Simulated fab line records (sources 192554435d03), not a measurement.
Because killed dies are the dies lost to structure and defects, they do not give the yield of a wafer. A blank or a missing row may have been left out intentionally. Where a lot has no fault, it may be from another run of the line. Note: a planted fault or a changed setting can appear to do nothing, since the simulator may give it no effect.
fab line records    flow n5_finfet
[record] lots = 3  wafers = 9  last_day = 17
route steps=1938 shown BEOL_M4@1099 BEOL_M5@1112 BEOL_M6@1212 PASSIVATION@1936
lots with no fault: from the same line, run without faults
start_h: hours from the record's first day to the start of the lot's first wafer shown    wait_h: hours elapsed since this lot's preceding step    " as in the row above    L1.1+2: one row covering several wafers at once    - no value present, or no start provided    * or withheld: withheld    < > ~ a bound
route shown NAME@n: NAME is a module with steps in the file, n the number in the route of the first one    usual: the fault-free wafers' mean and standard deviation    same: alike in all rows    chamber/n: place in a boat    sites: each site's reading    _std_site: standard deviation across them    _edge_site: the outer-site mean with the inner-site mean subtracted    radius_mm: how far each site lies from the wafer's centre    mask NAME#n: copy n    behind: the most recent tool/chamber to have shaped the wafer    hold: why the lot went on hold/how many hours it stayed there/how the hold came to an end    device: transistor that didn't switch, given as n, p or np    end of line: the route-end tests of the same wafers    step lacking rows: just its recipe    killed: count of dies lost to structure and defects at first sort (not the wafer's yield)    map: a wafer's dies, marking killed ones x, the rest . and places with no die _
set.NAME: setting as actually run; set.NAME@STEP: the setting as run at that earlier step    model.NAME: the simulator's own value behind a step, which no gauge read
lots at some steps of the route; a table a step, a row a wafer
services: from which hour (start_h, from the record's first day; less than 0 if before it) a tool's chamber was out of use, for how many hours, and why
[[steps]]
[step N5_BEOL_M4_ANNEAL_95]
[recipe] temp_c = 400  time_s = 240  ambient = vacuum
[step N5_BEOL_M4_SPUTTER_96]
[recipe] material = Cu  target_thk_a = 45  temp_c = -20  chamber_pressure_pa = 0.07  power_w = withheld  time_s = 8.29
[step N5_BEOL_M4_ECD_50]
[recipe] material = Cu  target_thk_a = 3000
[step N5_BEOL_M4_ANNEAL_51]
[recipe] temp_c = 225  time_s = 90  ambient = N2
[step N5_BEOL_M4_CMP_52]
[recipe] stop_on = SiOC  t_overpolish_s = 6.8  down_force_psi = 1  platen_rpm = 50  clearing_platen_down_force_psi = 1.5  clearing_platen_rpm = 50  post_cmp_clean = cu_alkaline  target_thk_nm = 40  clearing_platen_pad_velocity_m_s = 0.99484  pad_velocity_m_s = 0.99484
[step N5_BEOL_M4_PRE_CLEAN_60]
[recipe] gas = NH3/H2  time_s = 15  temp_c = *  rf_power_w = 300
[step N5_BEOL_M4_CO_CAP_55]
[recipe] material = Co  target_thk_a = 20  temp_c = 200  precursor = CCTBA/H2  pressure_torr = 30  time_s = 102.1
[step N5_BEOL_M4_PRE_CLEAN_56]
[recipe] gas = NH3  time_s = 15  temp_c = withheld  rf_power_w = 300
[step N5_BEOL_M4_DEP_57]
[recipe] material = SiCN  target_thk_a = 80  temp_c = withheld  precursor = 3MS/NH3  pressure_torr = 3  rf_w = 202  time_s = 14
[step N5_BEOL_M4_RC_MEAS_101]
[usual] DIBL_N = 36.0/1.4  DIBL_P = 36.1/1.4  IOFF_N = 0.153/0.02  IOFF_P = 0.211/0.026  ION_N = 673/8.7  ION_P = 463/6.7  SS_N = 71.5/0.5  SS_P = 73.3/0.54  VT_N = 250.1/2.4  VT_P = -250.2/2.9
lot.wafer  tool       chamber  start_h  wait_h  DIBL_N[mV/V]  DIBL_P[mV/V]  IOFF_N[nA/um]  IOFF_P[nA/um]  ION_N[uA/um]  ION_P[uA/um]  SS_N[mV/dec]  SS_P[mV/dec]  VT_N[mV]  VT_P[mV]
L722.3     prober-02  0        180.82   0.3     36.3          37.8          0.170          0.253          683           475           71.2          73.8          247.7     -246.8
L722.4     "          0        "        "       34.4          34.7          0.137          0.206          671           467           70.9          72.8          251.5     -247.3
L722.5     "          0        "        "       34.2          34.9          0.133          0.196          670           473           71.3          72.8          251.0     -250.0
L740.2     prober-02  0        280.95   0.2     35.9          34.7          0.137          0.207          672           462           70.7          73.0          253.0     -248.7
L740.5     "          0        "        "       36.6          34.8          0.149          0.211          671           465           71.1          72.9          250.1     -248.3
L740.6     "          0        "        "       36.7          35.8          0.154          0.226          672           465           71.5          73.7          251.1     -247.7
L744.1     prober-01  0        307.04   0.0     36.3          35.5          0.157          0.198          671           461           71.9          73.2          249.4     -254.7
L744.4     "          0        "        "       38.2          37.9          0.188          0.249          673           466           72.2          73.6          249.9     -249.0
L744.6     "          0        "        "       37.5          37.5          0.187          0.232          684           463           72.4          72.8          247.9     -249.3
[step N5_BEOL_M5_ILD_DEP_00]
[recipe] material = SiCOH_lowk  target_thk_a = 1406.4  temp_c = 300  precursor = DEMS/porogen  pressure_torr = 5  rf_w = 500  time_s = 25.9
[step N5_BEOL_M5_CURE_79]
[recipe] temp_c = 385  time_s = 240  ambient = He/Ar  material = SiCOH_lowk
[step N5_BEOL_M5_PECVD_70]
[recipe] material = SiO2  target_thk_a = 160  temp_c = 400  precursor = TEOS/O2  pressure_torr = 5.5  rf_w = 450  teos_flow_sccm = 53.8  gas = O2  flow_sccm = 3000  time_s = 18
[step N5_BEOL_M5_HM_DEP_02]
[recipe] material = TiN  target_thk_a = 200  temp_c = 25  chamber_pressure_pa = 0.49996
[step N5_BEOL_M5_COAT_59]
[recipe] resist = SOC  temp_c = 250  time_s = 60  spin_rpm = 1500  resist_thk_nm = 60
[step N5_BEOL_M5_COAT_60]
[recipe] resist = SiARC  temp_c = 220  time_s = 60  spin_rpm = 1500  resist_thk_nm = 12
[step N5_BEOL_M5_COAT_71]
[recipe] resist = underlayer  temp_c = 205  time_s = 60  spin_rpm = 1500  resist_thk_nm = 5
[step N5_BEOL_M5_COAT_05]
[recipe] resist = CAR-EUV  spin_rpm = 1500  resist_thk_nm = 30
[step N5_BEOL_M5_EBR_07]
[recipe] solvent = PGMEA  ebr_width_mm = 1.5
[step N5_BEOL_M5_SOFTBAKE_06]
[recipe] temp_c = 110  time_s = 60  resist = CAR-EUV
[step N5_BEOL_M5_EXPOSE_08]
[recipe] mask_id = M5  na = 0.33  source_shape = annular  sigma_inner = 0.4  sigma_outer = 0.8  polarization = unpolarized  target_cd_nm = 28  dose_mj = 35.75
[step N5_BEOL_M5_PEB_09]
[recipe] peb_temp_c = 100  peb_time_s = 60  resist = CAR-EUV
[step N5_BEOL_M5_DEVELOP_10]
[recipe] develop_time_s = 30  developer = TMAH  resist = CAR-EUV  rinse_liquid = surfactant_rinse  dry = air_spin  dev_temp_c = 23
[step N5_BEOL_M5_DESCUM_16]
[recipe] chemistry = O2  time_s = 7  source_power_w = 50  bias_power_w = 20  pressure_mtorr = 20  rf_frequency_hz = 2.712e+07  temp_c = 40  resist = CAR-EUV  o2_flow_sccm = 225
[step N5_BEOL_M5_ETCH_72]
[recipe] chemistry = N2/H2  target = underlayer  target_depth_a = 65  mask_material = CAR-EUV  time_s = 5.2  ion_energy_ev = 200  pressure_mtorr = 30  source_w = 840  bias_w = 150  n2_flow_sccm = 200  h2_flow_sccm = 200  ends = cleared
[step N5_BEOL_M5_ETCH_61]
[recipe] chemistry = CF4  target = SiARC  target_depth_a = 156  mask_material = CAR-EUV  time_s = 26  ion_energy_ev = 80  pressure_mtorr = 40  source_w = 545  bias_w = 36  Ar_flow_sccm = 100  cf4_flow_sccm = 100  ends = cleared
[step N5_BEOL_M5_ETCH_62]
[recipe] chemistry = N2/H2  target = SOC  target_depth_a = 750  overetch_a = 150  mask_material = SiARC  temp_c = 40  time_s = 112.5  ion_energy_ev = 200  pressure_mtorr = 30  source_w = 840  bias_w = 150  n2_flow_sccm = 200  h2_flow_sccm = 200
[step N5_BEOL_M5_STRIP_63]
[recipe] chemistry = N2/H2  temp_c = 40  n2_flow_sccm = 200  h2_flow_sccm = 200  rf_frequency_hz = 6e+07
[step N5_BEOL_M5_STRIP_73]
[recipe] chemistry = N2/H2  temp_c = 40  n2_flow_sccm = 200  h2_flow_sccm = 200  rf_frequency_hz = 6e+07
[step N5_BEOL_M5_STRIP_64]
[recipe] chemistry = CF4  resist = SiARC  power_w = 300  bias_power_w = 75  pressure_mtorr = 50  cf4_flow_sccm = 150  rf_frequency_hz = 6e+07
[step N5_BEOL_M5_HM_OPEN_17]
[recipe] chemistry = Cl2/BCl3  target_depth_a = 200  overetch_a = 60  target = TiN  mask_material = SOC  ion_energy_ev = 150  pressure_mtorr = 10  icp_w = 1000  bias_w = 126  Cl2_flow_sccm = 53.25  bcl3_flow_sccm = 21.75  Ar_flow_sccm = 25
[step N5_BEOL_M5_STRIP_19]
[recipe] chemistry = O2  power_w = 400  temp_c = 40  pressure_mtorr = 30  rf_frequency_hz = 6e+07  bias_power_w = 0  overash_fraction = 0.2  o2_flow_sccm = 225
[step N5_BEOL_M5_COAT_65]
[recipe] resist = SOC  temp_c = 250  time_s = 60  spin_rpm = 1500  resist_thk_nm = 60
[step N5_BEOL_M5_COAT_66]
[recipe] resist = SiARC  temp_c = 220  time_s = 60  spin_rpm = 1500  resist_thk_nm = 12
[step N5_BEOL_M6_ETCH_62]
[recipe] chemistry = N2/H2  target = SOC  target_depth_a = 1100  overetch_a = 220  mask_material = SiARC  temp_c = 40  time_s = 165  ion_energy_ev = 200  pressure_mtorr = 30  source_w = 840  bias_w = 150  n2_flow_sccm = 200  h2_flow_sccm = 200
[usual] chamber_pressure_mTorr = 30.00/0.031  drypump_motor_current_A = 5.7/0.51  h2_flow_sccm = 200.0/0.63  oes_product_au = 0.66/0.072  rf_vpp_V = 523.6/2.6  showerhead_plenum_p_Torr = 2.53/0.09  throttle_valve_pct = 17.88/0.27
lot.wafer  tool         chamber  start_h  wait_h  chamber_pressure_mTorr  drypump_motor_current_A  h2_flow_sccm  oes_product_au  rf_hours_counter_h  rf_vpp_V  showerhead_plenum_p_Torr  throttle_valve_pct  model.etch.depth_nm  model.SiARC_of_BEOL_M6_COAT_60.thk_nm  model.BEOL_M6.cd_offset_nm
L722.3     rie_diel-01  2        196.65   0.0     30.01                   6.1                      199.8         0.60            230                 522.7     2.51                      18.15               99.64                28.4                                   -0.4
L722.4     "            3        "        "       30.04                   5.1                      200.6         0.58            241                 527.0     2.60                      17.76               99.61                28.4                                   -0.4
L722.5     "            2        "        "       29.97                   6.0                      199.5         0.60            -                   523.6     2.51                      18.15               99.8                 28.4                                   -0.4
L740.2     rie_diel-01  2        298.43   0.0     29.97                   6.1                      199.4         0.68            11                  522.8     2.50                      17.73               70.01                31.4                                   -1.4
L740.5     "            2        "        "       30.02                   6.1                      199.5         0.68            -                   523.0     2.50                      17.71               70.25                31.4                                   -0.4
L740.6     "            3        "        "       30.00                   5.1                      199.0         0.74            -                   525.6     2.59                      17.40               100.4                28.2                                   0
L744.1     rie_diel-05  3        321.41   0.0     30.00                   5.6                      199.3         0.59            234                 519.1     2.41                      18.33               99.54                28.4                                   -0.2
L744.4     "            0        "        "       29.95                   4.9                      199.4         0.82            8                   525.5     2.60                      17.80               99.75                28.4                                   0.4
L744.6     "            2        "        "       29.94                   6.1                      199.4         0.59            -                   525.2     2.60                      18.12               99.71                28.6                                   0
[step N5_BEOL_M6_HM_OPEN_17]
[recipe] chemistry = Cl2/BCl3  target_depth_a = 200  overetch_a = 60  target = TiN  mask_material = SOC  ion_energy_ev = 150  pressure_mtorr = 10  icp_w = 1000  bias_w = 126  Cl2_flow_sccm = 53.25  bcl3_flow_sccm = 21.75  Ar_flow_sccm = 25
[usual] chamber_pressure_mTorr = 10.001/0.0082  drypump_motor_current_A = 5.5/0.44  oes_ar_750_au = 0.76/0.085  oes_product_au = 0.64/0.07  throttle_valve_pct = 22.09/0.15
lot.wafer  tool          chamber  start_h  wait_h  chamber_pressure_mTorr  drypump_motor_current_A  oes_ar_750_au  oes_product_au  rf_hours_counter_h  throttle_valve_pct  model.BEOL_M6.cd_offset_nm
L722.3     rie_metal-01  1        196.87   0.1     10.000                  5.3                      0.88           0.75            -                   21.90               -0.4
L722.4     "             0        "        "       9.998                   6.1                      0.65           0.56            -                   22.28               -0.2
L722.5     "             1        "        "       10.004                  5.3                      0.88           0.74            -                   21.91               -0.2
L740.2     rie_metal-02  0        298.62   0.0     9.998                   4.9                      0.73           0.27            61                  22.86               -1.4
L740.5     "             1        "        "       10.003                  5.8                      0.82           0.30            -                   22.63               -0.4
L740.6     "             0        "        "       10.009                  4.9                      0.73           0.61            -                   22.21               0
L744.1     rie_metal-01  0        321.60   0.0     10.018                  6.2                      0.63           0.55            105                 22.31               0
L744.4     "             0        "        "       9.995                   6.2                      0.63           0.55            -                   22.32               0.4
L744.6     "             1        "        "       10.000                  5.3                      0.82           0.70            -                   21.93               0.2
[step N5_BEOL_M6_CD_MEAS_18]
[recipe] pitch_nm = 80  target_cd_nm = 40
[usual] cd_nm = 40.1/0.47
lot.wafer  tool       chamber  start_h  wait_h  cd_nm
L722.3     cd_sem-03  -        197.02   0.1     39.4
L722.4     "          -        "        "       39.6
L722.5     "          -        "        "       40.1
L740.2     cd_sem-02  -        298.80   0.1     -
L740.5     "          -        "        "       -
L740.6     "          -        "        "       40.4
L744.1     cd_sem-01  -        321.78   0.0     40.0
L744.4     "          -        "        "       40.3
L744.6     "          -        "        "       40.3
[step N5_BEOL_M6_VIA_ETCH_34]
[recipe] chemistry = C4F6/O2  target = SiCOH_lowk  target_depth_a = 1263  mask_material = SOC  taper_deg = 4  time_s = 50.9  ion_energy_ev = 250  pressure_mtorr = 30  source_w = 345  bias_w = 185  Ar_flow_sccm = 300  C4F6_flow_sccm = 10  O2_flow_sccm = 10
[usual] O2_flow_sccm = 10.00/0.03  chamber_pressure_mTorr = 30.00/0.054  drypump_motor_current_A = 5.7/0.48  oes_ar_750_au = 0.78/0.081  oes_product_au = 0.78/0.084  rf_vpp_V = 663/6.7  showerhead_plenum_p_Torr = 2.83/0.096  throttle_valve_pct = 20.97/0.22
lot.wafer  tool         chamber  start_h  wait_h  O2_flow_sccm  chamber_pressure_mTorr  drypump_motor_current_A  oes_ar_750_au  oes_product_au  rf_hours_counter_h  rf_vpp_V  showerhead_plenum_p_Torr  throttle_valve_pct
L722.3     rie_diel-05  3        197.89   0.0     10.05         30.02                   5.6                      0.72           0.72            192                 671       2.72                      21.30
L722.4     "            1        "        "       10.00         30.00                   5.0                      0.84           0.85            64                  664       2.89                      20.93
L722.5     "            0        "        "       10.03         30.01                   4.9                      0.70           0.70            -                   675       2.92                      21.28
L740.2     rie_diel-04  2        302.32   0.0     9.99          30.01                   6.0                      0.91           0.35            19                  657       2.89                      20.59
L740.5     "            1        "        "       9.97          30.03                   5.7                      0.76           0.29            -                   651       2.75                      20.75
L740.6     "            2        "        "       9.96          29.98                   6.0                      0.92           0.92            -                   658       2.89                      20.75
L744.1     rie_diel-05  1        324.20   0.0     9.97          30.01                   5.0                      0.79           0.78            110                 661       2.87                      20.99
L744.4     "            3        "        "       9.97          29.96                   5.6                      0.70           0.69            235                 668       2.70                      21.36
L744.6     "            1        "        "       9.96          30.00                   5.0                      0.80           0.77            -                   664       2.87                      21.00
[step N5_BEOL_M6_OCD_MEAS_38]
[usual] trench_depth_nm = 93.9/1.4
lot.wafer  tool    chamber  start_h  wait_h  trench_depth_nm
L722.3     ocd-01  -        198.14   -       92.1
L722.4     "       -        "        "       92.1
L722.5     "       -        "        "       93.8
L740.2     ocd-02  -        302.56   -       -
L740.5     "       -        "        "       -
L740.6     "       -        "        "       94.6
L744.1     ocd-01  -        324.46   -       93.0
L744.4     "       -        "        "       92.7
L744.6     "       -        "        "       93.5
[step N5_PASSIVATION_PROBE_49]
[usual] defect_limited_yield = 91.2/1.4  killed_at_M0_to_M3 = 34/9.7  killed_at_M4_up = 14/5.2  killed_at_contacts = 13/6.7  killed_at_front_end = 39/11  killed_at_other = 3.6/2.6  killed_dies = 104/17  killed_on_rim = 13/3.8  killed_open = 69/12  killed_short = 34/8.2  sort_bin_5_function = 5.3/0.89  sort_bin_6_memory = 3.2/0.69  sort_n_pass = 1076/17  sort_yield_pct = 91.2/1.4
[same] gross_dies = 1180  killed_at_back_side = 0  sort_bin_4_leakage[%] = 0  sort_bin_8_speed[%] = 0
lot.wafer  tool       chamber  start_h  wait_h  defect_limited_yield[%]  killed_at_M0_to_M3  killed_at_M4_up  killed_at_contacts  killed_at_front_end  killed_at_other  killed_dies  killed_on_rim  killed_open  killed_short  sort_bin_5_function[%]  sort_bin_6_memory[%]  sort_n_pass  sort_yield_pct[%]
L722.3     prober-02  -        283.07   0.1     91.3                     19                  12               15                  53                   4                103          12             73           30            5.5                     3.1                   1077         91.3
L722.4     prober-02  -        283.12   0.2     91.3                     32                  12               15                  38                   6                103          15             61           42            4.9                     3.3                   1077         91.3
L722.5     prober-02  -        283.17   0.2     93.1                     21                  7                9                   37                   7                81           7              53           28            4.5                     2.1                   1099         93.1
L740.2     prober-02  -        387.17   0.1     0                        25                  1095             16                  41                   3                1180         152            72           27            96.6                    3.0                   0            0
L740.5     prober-02  -        387.32   0.2     0                        21                  1089             16                  46                   8                1180         152            60           38            96.7                    3.1                   0            0
L740.6     prober-02  -        387.37   0.3     90.8                     34                  12               8                   53                   1                108          16             69           37            6.4                     2.6                   1072         90.8
L744.1     prober-02  -        415.16   0.0     91.5                     28                  22               6                   42                   2                100          9              61           39            5.4                     2.7                   1080         91.5
L744.4     prober-02  -        415.31   0.2     89.0                     22                  16               15                  73                   4                130          20             74           56            7.3                     3.1                   1050         89.0
L744.6     prober-02  -        415.41   0.3     91.0                     32                  14               11                  43                   6                106          16             61           43            5.4                     3.3                   1074         91.0
// killed by level:class
L722.3 FIN_SAQP:geometric_particle:open=22 MOL_CONTACT_COAG:geometric_particle:open=14 FIN_SAQP:geometric_particle:short=11 BEOL_M4:geometric_particle:open=8 STI_FIN_REVEAL:geometric_particle:open=6 BEOL_M2:geometric_particle:short=5 GATE_CUT:geometric_particle:open=4 BEOL_M1:geometric_particle:open=4
L722.4 MOL_CONTACT_COAG:geometric_particle:open=12 FIN_SAQP:geometric_particle:open=9 BEOL_M0_SAQP:geometric_particle:short=9 GATE_CUT:geometric_particle:short=6 BEOL_M0_SAQP:geometric_particle:open=6 BEOL_M1:geometric_particle:open=6 FIN_SAQP:geometric_particle:short=5 STI_FIN_REVEAL:geometric_particle:short=4
L722.5 BEOL_M1:geometric_particle:open=9 STI_FIN_REVEAL:geometric_particle:open=8 MOL_CONTACT_COAG:geometric_particle:open=7 FIN_SAQP:geometric_particle:open=5 GATE_CUT:geometric_particle:short=5 FIN_SAQP:geometric_particle:short=4 BEOL_M4:geometric_particle:open=4 DUMMY_GATE:geometric_particle:open=3
L740.2 BEOL_M6:area_etch=1079 FIN_SAQP:geometric_particle:open=15 MOL_CONTACT_COAG:geometric_particle:open=15 FIN_SAQP:geometric_particle:short=7 BEOL_M4:geometric_particle:open=7 BEOL_M1:geometric_particle:open=6 BEOL_M3:geometric_particle:open=6 STARTING-WAFER:geometric_particle:open=4
L740.5 BEOL_M6:area_etch=1081 GATE_CUT:geometric_particle:short=12 MOL_CONTACT_COAG:geometric_particle:open=12 FIN_SAQP:geometric_particle:open=8 STI_FIN_REVEAL:geometric_particle:open=6 FIN_SAQP:geometric_particle:short=5 BEOL_M3:geometric_particle:open=5 BEOL_M4:geometric_particle:open=5
L740.6 FIN_SAQP:geometric_particle:open=15 FIN_SAQP:geometric_particle:short=7 MOL_CONTACT_COAG:geometric_particle:open=7 BEOL_M1:geometric_particle:open=7 GATE_CUT:geometric_particle:short=6 BEOL_M0:geometric_particle:short=6 BEOL_M5:geometric_particle:open=5 BEOL_M0_SAQP:geometric_particle:short=5
L744.1 BEOL_M0_SAQP:geometric_particle:short=14 FIN_SAQP:geometric_particle:short=8 BEOL_M4:geometric_particle:open=8 FIN_SAQP:geometric_particle:open=7 MOL_CONTACT_COAG:geometric_particle:open=6 BEOL_M0_SAQP:geometric_particle:open=6 STI_FIN_REVEAL:geometric_particle:open=5 ILD0:geometric_particle:open=5
L744.4 FIN_SAQP:geometric_particle:short=23 FIN_SAQP:geometric_particle:open=19 MOL_CONTACT_COAG:geometric_particle:open=13 BEOL_M0_SAQP:geometric_particle:open=10 BEOL_M0_SAQP:geometric_particle:short=8 BEOL_M4:geometric_particle:open=8 STI_FIN_REVEAL:geometric_particle:open=7 STARTING-WAFER:geometric_particle:short=6
L744.6 FIN_SAQP:geometric_particle:open=14 FIN_SAQP:geometric_particle:short=11 BEOL_M0_SAQP:geometric_particle:short=11 MOL_CONTACT_COAG:geometric_particle:open=11 BEOL_M0_SAQP:geometric_particle:open=5 BEOL_M1:geometric_particle:open=5 BEOL_M4:geometric_particle:short=5 BEOL_M0:geometric_particle:open=4
// map L740.2 (x killed, . not)
_________________xxxxxxxxxxxx________________
______________xxxxxxxxxxxxxxxxxx_____________
___________xxxxxxxxxxxxxxxxxxxxxxxx__________
__________xxxxxxxxxxxxxxxxxxxxxxxxxx_________
________xxxxxxxxxxxxxxxxxxxxxxxxxxxxxx_______
_______xxxxxxxxxxxxxxxxxxxxxxxxxxxxxxxx______
______xxxxxxxxxxxxxxxxxxxxxxxxxxxxxxxxxx_____
_____xxxxxxxxxxxxxxxxxxxxxxxxxxxxxxxxxxxx____
____xxxxxxxxxxxxxxxxxxxxxxxxxxxxxxxxxxxxxx___
___xxxxxxxxxxxxxxxxxxxxxxxxxxxxxxxxxxxxxxxx__
___xxxxxxxxxxxxxxxxxxxxxxxxxxxxxxxxxxxxxxxx__
__xxxxxxxxxxxxxxxxxxxxxxxxxxxxxxxxxxxxxxxxxx_
__xxxxxxxxxxxxxxxxxxxxxxxxxxxxxxxxxxxxxxxxxx_
_xxxxxxxxxxxxxxxxxxxxxxxxxxxxxxxxxxxxxxxxxxxx
_xxxxxxxxxxxxxxxxxxxxxxxxxxxxxxxxxxxxxxxxxxxx
_xxxxxxxxxxxxxxxxxxxxxxxxxxxxxxxxxxxxxxxxxxxx
_xxxxxxxxxxxxxxxxxxxxxxxxxxxxxxxxxxxxxxxxxxxx
_xxxxxxxxxxxxxxxxxxxxxxxxxxxxxxxxxxxxxxxxxxxx
_xxxxxxxxxxxxxxxxxxxxxxxxxxxxxxxxxxxxxxxxxxxx
_xxxxxxxxxxxxxxxxxxxxxxxxxxxxxxxxxxxxxxxxxxxx
_xxxxxxxxxxxxxxxxxxxxxxxxxxxxxxxxxxxxxxxxxxxx
__xxxxxxxxxxxxxxxxxxxxxxxxxxxxxxxxxxxxxxxxxx_
__xxxxxxxxxxxxxxxxxxxxxxxxxxxxxxxxxxxxxxxxxx_
___xxxxxxxxxxxxxxxxxxxxxxxxxxxxxxxxxxxxxxxx__
___xxxxxxxxxxxxxxxxxxxxxxxxxxxxxxxxxxxxxxxx__
____xxxxxxxxxxxxxxxxxxxxxxxxxxxxxxxxxxxxxx___
_____xxxxxxxxxxxxxxxxxxxxxxxxxxxxxxxxxxxx____
______xxxxxxxxxxxxxxxxxxxxxxxxxxxxxxxxxx_____
_______xxxxxxxxxxxxxxxxxxxxxxxxxxxxxxxx______
________xxxxxxxxxxxxxxxxxxxxxxxxxxxxxx_______
__________xxxxxxxxxxxxxxxxxxxxxxxxxx_________
___________xxxxxxxxxxxxxxxxxxxxxxxx__________
______________xxxxxxxxxxxxxxxxxx_____________
_________________xxxxxxxxxxxx________________
// map L722.3 (x killed, . not)
_________________......x.x...________________
______________....xx............_____________
___________................x....x.x__________
__________............x..........x.x_________
________..........x............x......_______
_______.x........x..x...x......x.......______
______......x.........................x._____
_____....x....................x..........____
____.....................x......x.........___
___................x...........x.....x.....__
___...x.............xx.........x...........__
__...................x....xx................_
__.....x.x..........x.....xx......x.....x..._
_.........x...x.....x...x.x.........x....x...
_..xx.....................x..x..............x
_....x...............x...x..x...x......x....x
_...........................x................
_x............x..........x.................x.
_...x..............x............x............
_.....................x......................
_.........................x..................
__.x...x.....................x.......x......_
__....xx.......x..........x................._
___...............x........x...x...........__
___...............x..............x.........__
____........................x..........x..___
_____..x...................x.............____
______...x.....x.........x.......xx....x_____
_______..x....x...x...............x....______
________.............x.......x........_______
__________...................x......_________
___________............xx..........__________
______________..........x......._____________
_________________..x.........________________
[[services]]
tool          chamber  start_h  hours  kind
rie_diel-05   2        191.66   1.2    repair
rie_diel-04   2        223.73   -      clean
rie_diel-04   2        223.73   -      consumable_replace:focus_ring
rie_diel-04   2        223.73   19.5   scheduled_down
rie_diel-04   2        223.73   19.5   vent_cycle
rie_diel-01   3        224.60   -      clean
rie_diel-01   3        224.60   -      consumable_replace:focus_ring
rie_diel-01   3        224.60   14.5   scheduled_down
rie_diel-01   3        224.60   14.5   vent_cycle
rie_metal-02  -        236.05   14.6   pm
rie_diel-01   2        246.10   -      clean
rie_diel-01   2        246.10   -      consumable_replace:focus_ring
rie_diel-01   2        246.10   20.4   scheduled_down
rie_diel-01   2        246.10   20.4   vent_cycle
rie_diel-05   2        246.28   10.0   repair
rie_diel-05   2        270.02   3.1    repair
rie_diel-05   0        277.14   -      clean
rie_diel-05   0        277.14   -      consumable_replace:esc
rie_diel-05   0        277.14   -      consumable_replace:focus_ring
rie_diel-05   0        277.14   20.1   scheduled_down
rie_diel-05   0        277.14   20.1   vent_cycle
[[key]]
[first_sign] step = N5_BEOL_M6_HM_OPEN_17  reading = oes_product_au  direction = down  sigmas = 5.2  usual = 0.64  struck = 0.28
[effect] step = N5_BEOL_M6_CD_MEAS_18  reading = cd_nm  direction = missing
[effect] step = N5_BEOL_M6_VIA_ETCH_34  reading = oes_product_au  direction = down  sigmas = 5.5  usual = 0.78  struck = 0.32
[effect] step = N5_BEOL_M6_OCD_MEAS_38  reading = trench_depth_nm  direction = missing
[effect] step = N5_PASSIVATION_PROBE_49  reading = killed_at_M4_up  direction = up  sigmas = 99+  usual = 14  struck = 1092
[model_effect] step = N5_BEOL_M6_ETCH_62  value = etch.depth_nm  without = 100  struck = 70.13
[model_effect] step = N5_BEOL_M6_HM_OPEN_17  value = BEOL_M6.cd_offset_nm  without = 0.7  struck = -0.9
[more_kills_born_at] N5_BEOL_M6_ETCH_62@rie_diel-01 = 2160
met_at N5_BEOL_M6_ETCH_62
struck_wafers L740.2,L740.5
later_rows_left_out L740.2,L740.5
onset_between 196.65 298.43
[fault] kind = process_parameter_drift  tool = rie_diel-01  chamber = 2  onset_h = 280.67  steps = N5_BEOL_M6_ETCH_62  channel = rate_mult  offset = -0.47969  shape = step  end_h = 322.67
// later_rows_left_out: the simulator's readings of these wafers behind a module that went badly wrong aren't trusted and aren't shown, but for the sort
